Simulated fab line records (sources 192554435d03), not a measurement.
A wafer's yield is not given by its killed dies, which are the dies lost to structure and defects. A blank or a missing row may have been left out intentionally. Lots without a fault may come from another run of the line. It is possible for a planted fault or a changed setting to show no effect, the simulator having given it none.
fab line records | flow n5_finfet | part 1 of 2: steps 1 to 25 of 32
record: lots: 5 | wafers: 15 | last_day: 17
route steps=1938 shown ILD0@336 SDB@347
lots with no fault: from the same line, run without faults
start_h: the number of hours between the record's first day and the start of the first shown wafer of the lot | wait_h: hours since the lot's step before | " repeats the value in the row above | L1.1+2: a single row standing in for several wafers | - either no value or no given start | * or withheld: withheld | < > ~ a bound
route shown NAME@n: a module of which the file shows steps, and the number in the route of the first | usual: mean/standard deviation taken from wafers without a fault | same: alike in all rows | chamber/n: place in a boat | sites: readings site by site | _std_site: how widely they spread, as a standard deviation | _edge_site: mean of outer sites minus mean of inner sites | radius_mm: how far each site lies from the wafer's centre | mask NAME#n: copy n | behind: the last tool/chamber to shape the wafer | hold: reason for holding the lot/hours on hold/outcome of the hold | device: names the non-switching transistor (n, p or np) | end of line: the same wafers' tests at the end of the route | a step given without rows: its recipe and nothing more | killed: dies lost to structure and defects at the first sort, not the wafer's yield | map: the dies of a wafer, with x for killed, . for not killed, _ for no die there
set.NAME: the setting that was run; set.NAME@STEP: the one run at that earlier step | model.NAME: the simulator's own value behind a step, which no gauge read
a table for each step, a row for each wafer; lots at some steps of the route
services: a tool's chamber out of use, with start hour (start_h, from the record's first day; less than 0 if before it), hours out, and reason
== steps ==
step: N5_ILD0_FCVD_FILL_01
recipe: material: SiO2_flowable | target_thk_a: 2000 | temp_c: 100 | pressure_torr: 0.8 | rf_w: 2000 | time_s: 328.3
lot.wafer  | tool    | chamber | start_h | wait_h
L079.1+4+5 | fcvd-01 | 0       | 95.00   | 0.2
L089.4+5+6 | fcvd-01 | 0,1,0   | 149.68  | 0.3
L091.3+5+6 | fcvd-01 | 0,0,1   | 160.83  | 0.3
L095.1+4+5 | fcvd-01 | 0       | 188.85  | 0.2
L096.2+5+6 | fcvd-02 | 1,0,1   | 190.67  | 0.2
step: N5_ILD0_CURE_02
recipe: temp_c: 450 | time_s: 1800 | ambient: steam | idle_temp_c: 400 | ramp_up_c_per_min: 5 | ramp_down_c_per_min: 3 | densification_p_h2o_torr: 640
usual: densification_p_h2o_torr: 639.8/1.3 | spike_tc_centre_C: 449.3/1.1
lot.wafer | tool       | chamber | start_h | wait_h | densification_p_h2o_torr | spike_tc_centre_C
L079.1    | furnace-03 | 0       | 95.39   | 0.3    | 639.4                    | 449.1
L079.4    | "          | 0       | "       | "      | 638.5                    | 450.5
L079.5    | "          | 0       | "       | "      | 638.9                    | 448.3
L089.4    | furnace-01 | 0       | 149.95  | 0.2    | 640.9                    | 449.7
L089.5    | "          | 0       | "       | "      | 641.8                    | 450.3
L089.6    | "          | 0       | "       | "      | 642.9                    | 450.3
L091.3    | furnace-03 | 0       | 161.11  | 0.2    | 639.0                    | 447.1
L091.5    | "          | 0       | "       | "      | 637.7                    | 450.8
L091.6    | "          | 0       | "       | "      | 639.0                    | 447.1
L095.1    | furnace-01 | 0       | 189.60  | 0.6    | 639.4                    | 448.5
L095.4    | "          | 0       | "       | "      | 637.9                    | 449.1
L095.5    | "          | 0       | "       | "      | 638.0                    | 450.2
L096.2    | furnace-01 | 0       | 191.13  | 0.3    | 639.6                    | 450.6
L096.5    | "          | 0       | "       | "      | 641.8                    | 450.9
L096.6    | "          | 0       | "       | "      | 640.6                    | 450.2
step: N5_ILD0_CMP_03
recipe: stop_on: SiNx | t_overpolish_s: 1.9 | post_cmp_clean: alkaline_brush | down_force_psi: 4.1491 | platen_rpm: 51.796 | pad_velocity_m_s: 1.0306 | target_thk_nm: 197.38
usual: edge_zone_pressure_frac: 1.000/0.0049 | motor_current_A: 11.9/0.84 | overpolish_run_s: 1.900/0.0089 | time_to_endpoint_s: 72/4.9
lot.wafer | tool   | chamber | start_h | wait_h | edge_zone_pressure_frac | motor_current_A | overpolish_run_s | time_to_endpoint_s
L079.4    | cmp-04 | 2       | 96.95   | 0.0    | 1.000                   | 12.1            | 1.898            | 64
L079.1    | "      | 1       | "       | "      | 0.994                   | 11.6            | 1.905            | 68
L079.5    | "      | 2       | "       | "      | 1.004                   | 11.7            | 1.896            | 68
L089.4    | cmp-04 | 0       | 151.54  | 0.1    | 1.001                   | 13.0            | 1.890            | 68
L089.6    | "      | 3       | "       | "      | 1.011                   | 11.9            | 1.896            | 69
L089.5    | "      | 0       | "       | "      | 0.992                   | 12.3            | 1.912            | 68
L091.3    | cmp-03 | 1       | 162.77  | 0.1    | 0.999                   | 10.8            | 1.904            | 77
L091.5    | "      | 2       | "       | "      | 1.005                   | 11.4            | 1.902            | 75
L091.6    | "      | 3       | "       | "      | 1.002                   | 12.1            | 1.889            | 79
L095.1    | cmp-03 | 2       | 191.21  | 0.1    | 0.997                   | 10.9            | 1.903            | 80
L095.4    | "      | 3       | "       | "      | 1.000                   | 11.2            | 1.895            | 84
L095.5    | "      | 2       | "       | "      | 0.995                   | 11.2            | 1.921            | 78
L096.2    | cmp-04 | 1       | 192.72  | 0.1    | 0.996                   | 11.8            | 1.900            | 68
L096.5    | "      | 0       | "       | "      | 1.007                   | 13.0            | 1.915            | 71
L096.6    | "      | 1       | "       | "      | 0.998                   | 11.3            | 1.903            | 74
step: N5_ILD0_THK_MEAS_04
usual: thk_nm: 197.3/1.3
lot.wafer | tool          | chamber | start_h | wait_h | thk_nm
L079.1    | film_metro-01 | -       | 97.24   | -      | 197.9
L079.4    | "             | -       | "       | "      | 197.4
L079.5    | "             | -       | "       | "      | 196.3
L089.4    | film_metro-01 | -       | 151.80  | -      | 198.9
L089.5    | "             | -       | "       | "      | 197.8
L089.6    | "             | -       | "       | "      | 198.2
L091.3    | film_metro-01 | -       | 162.96  | -      | 198.4
L091.5    | "             | -       | "       | "      | 196.9
L091.6    | "             | -       | "       | "      | 198.2
L095.1    | film_metro-02 | -       | 191.46  | -      | 198.4
L095.4    | "             | -       | "       | "      | 199.4
L095.5    | "             | -       | "       | "      | 198.7
L096.2    | film_metro-02 | -       | 192.98  | -      | 196.9
L096.5    | "             | -       | "       | "      | 195.8
L096.6    | "             | -       | "       | "      | 196.8
step: N5_ILD0_CMP_07
recipe: stop_on: poly-Si | material: SiO2_flowable | t_overpolish_s: 1.18 | post_cmp_clean: alkaline_brush | down_force_psi: 4.1491 | platen_rpm: 51.796 | pad_velocity_m_s: 1.0306 | target_thk_nm: 138.88
usual: edge_zone_pressure_frac: 1.000/0.0045 | motor_current_A: 12.3/0.79
lot.wafer | tool   | chamber | start_h | wait_h | edge_zone_pressure_frac | motor_current_A
L079.1    | cmp-01 | 0       | 97.31   | 0.1    | 1.000                   | 13.6
L079.4    | "      | 2       | "       | "      | 1.006                   | 12.7
L079.5    | "      | 3       | "       | "      | 0.996                   | 11.1
L089.4    | cmp-04 | 2       | 152.10  | 0.3    | 1.000                   | 11.6
L089.6    | "      | 3       | "       | "      | 0.988                   | 12.5
L089.5    | "      | 0       | "       | "      | 0.996                   | 12.9
L091.3    | cmp-01 | 3       | 163.06  | 0.1    | 0.999                   | 12.0
L091.5    | "      | 1       | "       | "      | 1.000                   | 12.9
L091.6    | "      | 2       | "       | "      | 0.996                   | 13.2
L095.1    | cmp-04 | 3       | 191.53  | 0.1    | 0.998                   | 12.2
L095.4    | "      | 1       | "       | "      | 1.002                   | 12.4
L095.5    | "      | 2       | "       | "      | 1.007                   | 11.7
L096.2    | cmp-04 | 1       | 193.12  | 0.1    | 0.996                   | 12.3
L096.5    | "      | 2       | "       | "      | 0.998                   | 12.2
L096.6    | "      | 3       | "       | "      | 1.007                   | 11.6
step: N5_ILD0_THK_MEAS_08
usual: thk_nm: 139.1/1
lot.wafer | tool          | chamber | start_h | wait_h | thk_nm
L079.1    | film_metro-02 | -       | 97.56   | -      | 140.6
L079.4    | "             | -       | "       | "      | 140.7
L079.5    | "             | -       | "       | "      | 139.7
L089.4    | film_metro-01 | -       | 152.28  | -      | 138.5
L089.5    | "             | -       | "       | "      | 139.5
L089.6    | "             | -       | "       | "      | 139.1
L091.3    | film_metro-01 | -       | 163.28  | -      | 136.8
L091.5    | "             | -       | "       | "      | 138.3
L091.6    | "             | -       | "       | "      | 137.8
L095.1    | film_metro-02 | -       | 191.79  | -      | 138.8
L095.4    | "             | -       | "       | "      | 139.2
L095.5    | "             | -       | "       | "      | 139.2
L096.2    | film_metro-01 | -       | 193.30  | -      | 139.1
L096.5    | "             | -       | "       | "      | 138.7
L096.6    | "             | -       | "       | "      | 138.2
step: N5_ILD0_PRECLEAN_10
recipe: chemistry: NF3:NH3 | afs_cycles: 5 | time_s: 20 | temp_c: 30 | sublimation_temp_c: 180 | sublimation_time_s: 60 | pressure_torr: 3 | rf_power_w: 30
lot.wafer  | tool             | chamber | start_h | wait_h
L079.1+4+5 | remote_plasma-02 | 0       | 97.60   | 0.0
L089.4+5+6 | remote_plasma-02 | 0       | 152.65  | 0.4
L091.3+5+6 | remote_plasma-02 | 1       | 163.54  | 0.3
L095.1+4+5 | remote_plasma-01 | 1       | 191.82  | 0.0
L096.2+5+6 | remote_plasma-02 | 0       | 193.45  | 0.1
step: N5_ILD0_ALD_15
recipe: material: SiNx | target_thk_a: 240 | temp_c: 400 | ald_precursor_family: SiH2I2 | ald_co_reactant: N2/H2-plasma | pulse_time_s: 1 | ald_cycles: 480 | purge_time_s: 2 | co_reactant_purge_time_s: 2 | pressure_torr: 2
usual: heater_power_w: 864/76 | precursor_pulse_height_rel: 1.000/0.02
lot.wafer | tool       | chamber | start_h | wait_h | heater_power_w | precursor_pulse_height_rel
L079.1    | ald_sin-03 | 2       | 99.30   | 1.6    | 791            | 1.005
L079.4    | "          | 0       | "       | "      | 821            | 0.990
L079.5    | "          | 1       | 100.39  | 2.2    | 929            | 1.000
L089.4    | ald_sin-01 | 0       | 153.00  | 0.2    | 886            | 0.981
L089.5    | "          | 1       | 154.09  | 1.2    | 855            | 1.007
L089.6    | "          | 2       | "       | "      | 839            | 1.006
L091.3    | ald_sin-04 | 2       | 164.00  | 0.4    | 841            | 0.999
L091.5    | "          | 3       | 165.08  | 1.2    | 865            | 1.004
L091.6    | "          | 0       | "       | "      | 1029           | 0.999
L095.1    | ald_sin-01 | 3       | 192.60  | 0.7    | 806            | 1.021
L095.4    | "          | 2       | "       | "      | 840            | 0.976
L095.5    | "          | 3       | 193.68  | 1.3    | 799            | 1.044
L096.2    | ald_sin-04 | 2       | 194.32  | 0.8    | 883            | 1.028
L096.5    | "          | 2       | 195.41  | 1.5    | 857            | 0.990
L096.6    | "          | 1       | "       | "      | 808            | 0.952
step: N5_ILD0_CMP_12
recipe: stop_on: poly-Si | material: SiNx | t_overpolish_s: 6 | post_cmp_clean: alkaline_brush | down_force_psi: 2.5 | platen_rpm: 51.8 | pad_velocity_m_s: 1.0307 | target_thk_nm: 17.67
usual: edge_zone_pressure_frac: 1.000/0.0052 | motor_current_A: 8.9/0.7 | overpolish_run_s: 6.001/0.0083 | time_to_endpoint_s: 29.3/2.7
lot.wafer | tool   | chamber | start_h | wait_h | edge_zone_pressure_frac | motor_current_A | overpolish_run_s | time_to_endpoint_s
L079.1    | cmp-04 | 3       | 101.50  | 1.1    | 1.005                   | 9.1             | 5.994            | 27.8
L079.4    | "      | 2       | "       | "      | 1.005                   | 9.1             | 5.999            | 28.4
L079.5    | "      | 0       | "       | "      | 1.000                   | 9.6             | 6.008            | 27.2
L089.4    | cmp-04 | 1       | 155.24  | 1.2    | 1.004                   | 8.2             | 5.999            | 28.3
L089.6    | "      | 0       | "       | "      | 0.999                   | 9.3             | 6.000            | 25.9
L089.5    | "      | 1       | "       | "      | 1.008                   | 8.6             | 5.999            | 26.4
L091.3    | cmp-04 | 2       | 166.27  | 1.2    | 1.007                   | 8.7             | 6.004            | 27.3
L091.5    | "      | 0       | "       | "      | 0.996                   | 9.1             | 5.992            | 25.6
L091.6    | "      | 1       | "       | "      | 1.009                   | 8.7             | 5.997            | 27.9
L095.1    | cmp-03 | 2       | 194.83  | 1.2    | 1.003                   | 7.8             | 6.007            | 30.1
L095.4    | "      | 3       | "       | "      | 1.010                   | 8.7             | 5.990            | 35.8
L095.5    | "      | 1       | "       | "      | 1.003                   | 7.8             | 6.001            | 32.8
L096.2    | cmp-01 | 0       | 196.60  | 1.2    | 0.990                   | 10.1            | 6.007            | 28.5
L096.5    | "      | 2       | "       | "      | 0.996                   | 9.1             | 5.994            | 29.8
L096.6    | "      | 3       | "       | "      | 1.003                   | 9.2             | 5.997            | 25.8
step: N5_ILD0_THK_MEAS_13
usual: thk_nm: 17.7/1.1
lot.wafer | tool          | chamber | start_h | wait_h | thk_nm
L079.1    | film_metro-01 | -       | 101.80  | -      | 15.3
L079.4    | "             | -       | "       | "      | 15.7
L079.5    | "             | -       | "       | "      | 15.5
L089.4    | film_metro-01 | -       | 155.50  | -      | 16.7
L089.5    | "             | -       | "       | "      | 17.4
L089.6    | "             | -       | "       | "      | 17.6
L091.3    | film_metro-01 | -       | 166.49  | -      | 16.5
L091.5    | "             | -       | "       | "      | 17.6
L091.6    | "             | -       | "       | "      | 18.2
L095.1    | film_metro-01 | -       | 195.09  | -      | 17.0
L095.4    | "             | -       | "       | "      | 17.8
L095.5    | "             | -       | "       | "      | 19.3
L096.2    | film_metro-02 | -       | 196.82  | -      | 16.6
L096.5    | "             | -       | "       | "      | 17.7
L096.6    | "             | -       | "       | "      | 16.8
step: N5_ILD0_INSPECT_06
recipe: inspect_instrument: darkfield | mode: post_cmp
usual: raw_defect_count: 37/14
lot.wafer | tool              | chamber | start_h | wait_h | raw_defect_count
L079.1    | defect_inspect-02 | -       | 101.82  | 0.0    | 44
L079.4    | "                 | -       | "       | "      | 41
L079.5    | "                 | -       | "       | "      | 41
L089.4    | defect_inspect-01 | -       | 155.52  | 0.0    | 40
L089.5    | "                 | -       | "       | "      | 32
L089.6    | "                 | -       | "       | "      | 38
L091.3    | defect_inspect-02 | -       | 166.52  | 0.0    | 22
L091.5    | "                 | -       | "       | "      | 64
L091.6    | "                 | -       | "       | "      | 25
L095.1    | defect_inspect-01 | -       | 195.12  | 0.0    | 36
L095.4    | "                 | -       | "       | "      | 46
L095.5    | "                 | -       | "       | "      | 24
L096.2    | defect_inspect-01 | -       | 196.84  | 0.0    | 40
L096.5    | "                 | -       | "       | "      | 23
L096.6    | "                 | -       | "       | "      | 19
step: N5_SDB_HM_DEP_00
recipe: material: SiNx | target_thk_a: 400 | temp_c: 400 | precursor: SiH4/NH3/N2 | pressure_torr: 1.5 | rf_w: 300 | time_s: 35.3
usual: heater_power_w: 771/84 | showerhead_plenum_p_Torr: 5.19/0.083 | throttle_valve_pct: 39.5/1.6
lot.wafer | tool     | chamber | start_h | wait_h | heater_power_w | showerhead_plenum_p_Torr | throttle_valve_pct
L079.1    | pecvd-02 | 2       | 101.86  | 0.0    | 754            | 5.27                     | 36.5
L079.4    | "        | 2       | "       | "      | 773            | 5.26                     | 36.2
L079.5    | "        | 0       | "       | "      | 640            | 5.22                     | 41.5
L089.4    | pecvd-01 | 0       | 155.59  | 0.1    | 664            | 5.14                     | 41.0
L089.5    | "        | 2       | "       | "      | 719            | 5.06                     | 38.8
L089.6    | "        | 1       | "       | "      | 952            | 5.21                     | 39.2
L091.3    | pecvd-02 | 1       | 166.55  | 0.0    | 708            | 5.29                     | 40.4
L091.5    | "        | 1       | "       | "      | 717            | 5.28                     | 40.6
L091.6    | "        | 2       | "       | "      | 772            | 5.26                     | 37.1
L095.1    | pecvd-01 | 0       | 195.15  | 0.0    | 717            | 5.14                     | 40.6
L095.4    | "        | 1       | "       | "      | 946            | 5.21                     | 38.9
L095.5    | "        | 2       | "       | "      | 629            | 5.07                     | 39.1
L096.2    | pecvd-04 | 1       | 196.88  | 0.0    | 665            | 5.17                     | 37.8
L096.5    | "        | 2       | "       | "      | 819            | 5.03                     | 39.3
L096.6    | "        | 0       | "       | "      | 822            | 5.18                     | 39.0
step: N5_SDB_COAT_03
recipe: resist: SOC | temp_c: 250 | time_s: 60 | spin_rpm: 1500 | resist_thk_nm: 100
lot.wafer  | tool           | chamber | start_h | wait_h
L079.1+4+5 | litho_track-01 | 0       | 101.94  | 0.1
L089.4+5+6 | litho_track-02 | 0       | 155.64  | 0.0
L091.3+5+6 | litho_track-05 | 0       | 166.64  | 0.1
L095.1+4+5 | litho_track-01 | 0       | 195.24  | 0.1
L096.2+5+6 | litho_track-01 | 0       | 196.96  | 0.1
step: N5_SDB_COAT_04
recipe: resist: SiARC | temp_c: 220 | time_s: 60 | spin_rpm: 1500 | resist_thk_nm: 18
lot.wafer  | tool           | chamber | start_h | wait_h
L079.1+4+5 | litho_track-01 | 0       | -       | -
L089.4+5+6 | litho_track-02 | 0       | -       | -
L091.3+5+6 | litho_track-05 | 0       | -       | -
L095.1+4+5 | litho_track-01 | 0       | -       | -
L096.2+5+6 | litho_track-01 | 0       | -       | -
step: N5_SDB_COAT_05
recipe: resist: CAR-ArF | spin_rpm: 1500 | resist_thk_nm: 90
lot.wafer  | tool           | chamber | start_h | wait_h
L079.1+4+5 | litho_track-01 | 0       | -       | -
L089.4+5+6 | litho_track-02 | 0       | -       | -
L091.3+5+6 | litho_track-05 | 0       | -       | -
L095.1+4+5 | litho_track-01 | 0       | -       | -
L096.2+5+6 | litho_track-01 | 0       | -       | -
step: N5_SDB_EBR_07
recipe: solvent: PGMEA | ebr_width_mm: 1.5
lot.wafer  | tool           | chamber | start_h | wait_h
L079.1+4+5 | litho_track-01 | 0       | -       | -
L089.4+5+6 | litho_track-02 | 0       | -       | -
L091.3+5+6 | litho_track-05 | 0       | -       | -
L095.1+4+5 | litho_track-01 | 0       | -       | -
L096.2+5+6 | litho_track-01 | 0       | -       | -
step: N5_SDB_SOFTBAKE_06
recipe: temp_c: 110 | time_s: 60 | resist: CAR-ArF
lot.wafer  | tool           | chamber | start_h | wait_h
L079.1+4+5 | litho_track-01 | 0       | -       | -
L089.4+5+6 | litho_track-02 | 0       | -       | -
L091.3+5+6 | litho_track-05 | 0       | -       | -
L095.1+4+5 | litho_track-01 | 0       | -       | -
L096.2+5+6 | litho_track-01 | 0       | -       | -
step: N5_SDB_EXPOSE_08
recipe: mask_id: SDB | na: 1.35 | source_shape: conventional | sigma_outer: 0.5 | polarization: unpolarized | dose_mj: 49.6
usual: focus_offset_nm: -0.1/0.52
lot.wafer | tool            | chamber | start_h | wait_h | mask  | focus_offset_nm
L079.1    | arfi_scanner-03 | 0       | 102.18  | -      | SDB#0 | 0.2
L079.4    | "               | 0       | "       | "      | SDB#0 | -0.4
L079.5    | "               | 0       | "       | "      | SDB#0 | 0.3
L089.4    | arfi_scanner-01 | 0       | 155.78  | -      | SDB#0 | 0.1
L089.5    | "               | 0       | "       | "      | SDB#0 | -0.8
L089.6    | "               | 0       | "       | "      | SDB#0 | 0.1
L091.3    | arfi_scanner-01 | 0       | 166.89  | -      | SDB#0 | 0.1
L091.5    | "               | 0       | "       | "      | SDB#0 | -0.4
L091.6    | "               | 0       | "       | "      | SDB#0 | -0.6
L095.1    | arfi_scanner-01 | 0       | 195.35  | -      | SDB#0 | -0.4
L095.4    | "               | 0       | "       | "      | SDB#0 | -0.6
L095.5    | "               | 0       | "       | "      | SDB#0 | -0.4
L096.2    | arfi_scanner-02 | 0       | 197.21  | -      | SDB#0 | -0.3
L096.5    | "               | 0       | "       | "      | SDB#0 | 0.3
L096.6    | "               | 0       | "       | "      | SDB#0 | 0.5
step: N5_SDB_PEB_09
recipe: peb_temp_c: withheld | peb_time_s: 60 | resist: CAR-ArF
lot.wafer  | tool           | chamber | start_h | wait_h
L079.1+4+5 | litho_track-05 | 0       | 102.24  | 0.1
L089.4+5+6 | litho_track-01 | 0       | 155.82  | 0.0
L091.3+5+6 | litho_track-02 | 0       | 166.94  | 0.0
L095.1+4+5 | litho_track-01 | 0       | 195.41  | 0.1
L096.2+5+6 | litho_track-02 | 0       | 197.26  | 0.0
step: N5_SDB_DEVELOP_10
recipe: develop_time_s: 30 | developer: TMAH | resist: CAR-ArF | rinse_liquid: diw | dry: air_spin | dev_temp_c: 23
usual: developer_temp_C: 23.03/0.1
lot.wafer | tool           | chamber | start_h | wait_h | developer_temp_C
L079.1    | litho_track-05 | 0       | -       | -      | 23.17
L079.4    | "              | 0       | "       | "      | 23.02
L079.5    | "              | 0       | "       | "      | 23.09
L089.4    | litho_track-01 | 0       | -       | -      | 22.98
L089.5    | "              | 0       | "       | "      | 22.96
L089.6    | "              | 0       | "       | "      | 22.97
L091.3    | litho_track-02 | 0       | -       | -      | 23.23
L091.5    | "              | 0       | "       | "      | 23.07
L091.6    | "              | 0       | "       | "      | 23.05
L095.1    | litho_track-01 | 0       | -       | -      | 23.02
L095.4    | "              | 0       | "       | "      | 23.01
L095.5    | "              | 0       | "       | "      | 23.00
L096.2    | litho_track-02 | 0       | -       | -      | 23.03
L096.5    | "              | 0       | "       | "      | 22.87
L096.6    | "              | 0       | "       | "      | 23.02
step: N5_SDB_CD_MEAS_11
recipe: target_cd_nm: 50 | landing_energy_ev: 500 | detector: se_inlens | polarity: opening
usual: cd_nm: 49.5/1.3
lot.wafer | tool      | chamber | start_h | wait_h | cd_nm
L079.1    | cd_sem-01 | 0       | 102.31  | -      | 50.0
L079.4    | "         | 0       | "       | "      | 49.7
L079.5    | "         | 0       | "       | "      | 49.6
L089.4    | cd_sem-02 | 0       | 155.89  | -      | 48.7
L089.5    | "         | 0       | "       | "      | 47.6
L089.6    | "         | 0       | "       | "      | 47.7
L091.3    | cd_sem-01 | 0       | 167.01  | -      | 49.3
L091.5    | "         | 0       | "       | "      | 49.8
L091.6    | "         | 0       | "       | "      | 50.5
L095.1    | cd_sem-01 | 0       | 195.48  | -      | 47.6
L095.4    | "         | 0       | "       | "      | 48.4
L095.5    | "         | 0       | "       | "      | 46.7
L096.2    | cd_sem-01 | 0       | 197.33  | -      | 49.7
L096.5    | "         | 0       | "       | "      | 50.1
L096.6    | "         | 0       | "       | "      | 50.9
step: N5_SDB_OVL_MEAS_12
recipe: points_per_wafer: 44
usual: SDB_OVL: 0.3/0.7
lot.wafer | tool       | chamber | start_h | wait_h | SDB_OVL[nm]
L079.1    | overlay-02 | 0       | 102.34  | 0.0    | 0.6
L079.4    | "          | 0       | "       | "      | 0.1
L079.5    | "          | 0       | "       | "      | -0.6
L089.4    | overlay-02 | 0       | 155.91  | 0.0    | -0.3
L089.5    | "          | 0       | "       | "      | 0.0
L089.6    | "          | 0       | "       | "      | 0.2
L091.3    | overlay-02 | 0       | 167.04  | 0.0    | -0.7
L091.5    | "          | 0       | "       | "      | 0.4
L091.6    | "          | 0       | "       | "      | -0.7
L095.1    | overlay-01 | 0       | 195.51  | 0.0    | 0.2
L095.4    | "          | 0       | "       | "      | -1.5
L095.5    | "          | 0       | "       | "      | 1.0
L096.2    | overlay-02 | 0       | 197.38  | 0.0    | 0.0
L096.5    | "          | 0       | "       | "      | -0.2
L096.6    | "          | 0       | "       | "      | -0.5
step: N5_SDB_INSPECT_13
recipe: mode: adi | inspect_instrument: brightfield
usual: raw_defect_count: 76/33
lot.wafer | tool              | chamber | start_h | wait_h | raw_defect_count
L079.1    | defect_inspect-02 | -       | 102.36  | 0.0    | 141
L079.4    | "                 | -       | "       | "      | 76
L079.5    | "                 | -       | "       | "      | 148
L089.4    | defect_inspect-01 | -       | 155.94  | 0.0    | 39
L089.5    | "                 | -       | "       | "      | 45
L089.6    | "                 | -       | "       | "      | 79
L091.3    | defect_inspect-02 | -       | 167.06  | 0.0    | 89
L091.5    | "                 | -       | "       | "      | 185
L091.6    | "                 | -       | "       | "      | 123
L095.1    | defect_inspect-02 | -       | 195.54  | 0.0    | 58
L095.4    | "                 | -       | "       | "      | 117
L095.5    | "                 | -       | "       | "      | 122
L096.2    | defect_inspect-01 | -       | 197.40  | 0.0    | 60
L096.5    | "                 | -       | "       | "      | 62
L096.6    | "                 | -       | "       | "      | 42
step: N5_SDB_DESCUM_16
recipe: chemistry: O2 | time_s: 7.9 | source_power_w: 50 | bias_power_w: 20 | pressure_mtorr: 20 | rf_frequency_hz: 2.712e+07 | temp_c: 40 | resist: CAR-ArF | o2_flow_sccm: 225
usual: drypump_motor_current_A: 5.8/0.55 | oes_product_au: 0.80/0.069 | rf_vpp_V: 243.1/1.2 | showerhead_plenum_p_Torr: 2.09/0.058 | throttle_valve_pct: 20.48/0.29
lot.wafer | tool        | chamber | start_h | wait_h | drypump_motor_current_A | oes_product_au | rf_hours_counter_h | rf_vpp_V | showerhead_plenum_p_Torr | throttle_valve_pct
L079.1    | rie_diel-04 | 3       | 102.40  | 0.0    | 5.3                     | 0.78           | 141                | 241.5    | 2.02                     | 20.59
L079.4    | "           | 0       | "       | "      | 6.8                     | 0.73           | 176                | 243.4    | 2.00                     | 20.78
L079.5    | "           | 0       | "       | "      | 6.8                     | 0.73           | -                  | 240.8    | 2.00                     | 20.78
L089.4    | rie_diel-02 | 3       | 155.97  | 0.0    | 5.0                     | 0.74           | 172                | 243.1    | 2.06                     | 20.73
L089.5    | "           | 0       | "       | "      | 5.6                     | 0.73           | -                  | 243.1    | 2.17                     | 20.82
L089.6    | "           | 3       | "       | "      | 5.0                     | 0.74           | -                  | 243.1    | 2.06                     | 20.71
L091.3    | rie_diel-04 | 0       | 167.09  | 0.0    | 6.8                     | 0.72           | 195                | 240.9    | 1.99                     | 20.80
L091.5    | "           | 0       | "       | "      | 6.8                     | 0.72           | -                  | 240.3    | 1.99                     | 20.80
L091.6    | "           | 3       | "       | "      | 5.3                     | 0.77           | -                  | 241.9    | 2.01                     | 20.64
L095.1    | rie_diel-01 | 3       | 195.58  | 0.0    | 6.2                     | 0.81           | 67                 | 244.4    | 2.11                     | 19.96
L095.4    | "           | 1       | "       | "      | 5.5                     | 0.81           | 77                 | 244.3    | 2.15                     | 20.41
L095.5    | "           | 0       | "       | "      | 5.3                     | 0.86           | -                  | 243.3    | 2.12                     | 20.40
L096.2    | rie_diel-02 | 2       | 197.76  | 0.4    | 5.8                     | 0.75           | 181                | 244.2    | 2.17                     | 20.44
L096.5    | "           | 1       | "       | "      | 6.6                     | 0.72           | -                  | 242.1    | 2.08                     | 20.67
L096.6    | "           | 2       | "       | "      | 5.8                     | 0.75           | -                  | 244.2    | 2.17                     | 20.44
step: N5_SDB_ETCH_17
recipe: chemistry: CF4 | target: SiARC | target_depth_a: 234 | mask_material: CAR-ArF | time_s: 39 | ion_energy_ev: 80 | pressure_mtorr: 40 | source_w: 545 | bias_w: 36 | Ar_flow_sccm: 100 | cf4_flow_sccm: 100 | ends: cleared
usual: drypump_motor_current_A: 5.8/0.55 | etch_rf_on_time_s: 38.9/0.77 | oes_product_au: 0.68/0.058 | rf_vpp_V: 183.9/1 | showerhead_plenum_p_Torr: 2.13/0.055 | throttle_valve_pct: 15.64/0.29
lot.wafer | tool        | chamber | start_h | wait_h | drypump_motor_current_A | etch_rf_on_time_s | oes_product_au | rf_hours_counter_h | rf_vpp_V | showerhead_plenum_p_Torr | throttle_valve_pct
L079.1    | rie_diel-04 | 3       | 102.43  | 0.0    | 5.3                     | 39.2              | 0.66           | 141                | 183.1    | 2.07                     | 15.77
L079.4    | "           | 0       | "       | "      | 6.8                     | 39.5              | 0.62           | 176                | 182.9    | 2.04                     | 15.92
L079.5    | "           | 0       | "       | "      | 6.8                     | 39.6              | 0.62           | -                  | 182.8    | 2.04                     | 15.95
L089.4    | rie_diel-02 | 3       | 156.01  | 0.0    | 5.0                     | 37.7              | 0.64           | 172                | 184.5    | 2.14                     | 16.07
L089.5    | "           | 0       | "       | "      | 5.6                     | 39.7              | 0.61           | -                  | 184.8    | 2.20                     | 15.94
L089.6    | "           | 3       | "       | "      | 5.0                     | 37.7              | 0.64           | -                  | 184.5    | 2.14                     | 16.06
L091.3    | rie_diel-04 | 0       | 167.13  | 0.0    | 6.7                     | 39.6              | 0.62           | 195                | 183.5    | 2.03                     | 15.98
L091.5    | "           | 0       | "       | "      | 6.7                     | 39.4              | 0.61           | -                  | 181.3    | 2.03                     | 15.95
L091.6    | "           | 3       | "       | "      | 5.3                     | 38.9              | 0.65           | -                  | 181.6    | 2.06                     | 15.81
L095.1    | rie_diel-01 | 3       | 195.61  | 0.0    | 6.2                     | 39.7              | 0.69           | 67                 | 183.7    | 2.17                     | 15.16
L095.4    | "           | 1       | "       | "      | 5.4                     | 39.1              | 0.69           | 77                 | 183.3    | 2.17                     | 15.49
L095.5    | "           | 0       | "       | "      | 5.3                     | 39.3              | 0.73           | -                  | 184.4    | 2.17                     | 15.54
L096.2    | rie_diel-02 | 2       | 197.80  | 0.0    | 5.8                     | 37.7              | 0.64           | 181                | 184.3    | 2.21                     | 15.63
L096.5    | "           | 1       | "       | "      | 6.6                     | 38.5              | 0.61           | -                  | 183.5    | 2.13                     | 15.86
L096.6    | "           | 2       | "       | "      | 5.8                     | 37.5              | 0.66           | -                  | 184.6    | 2.21                     | 15.64
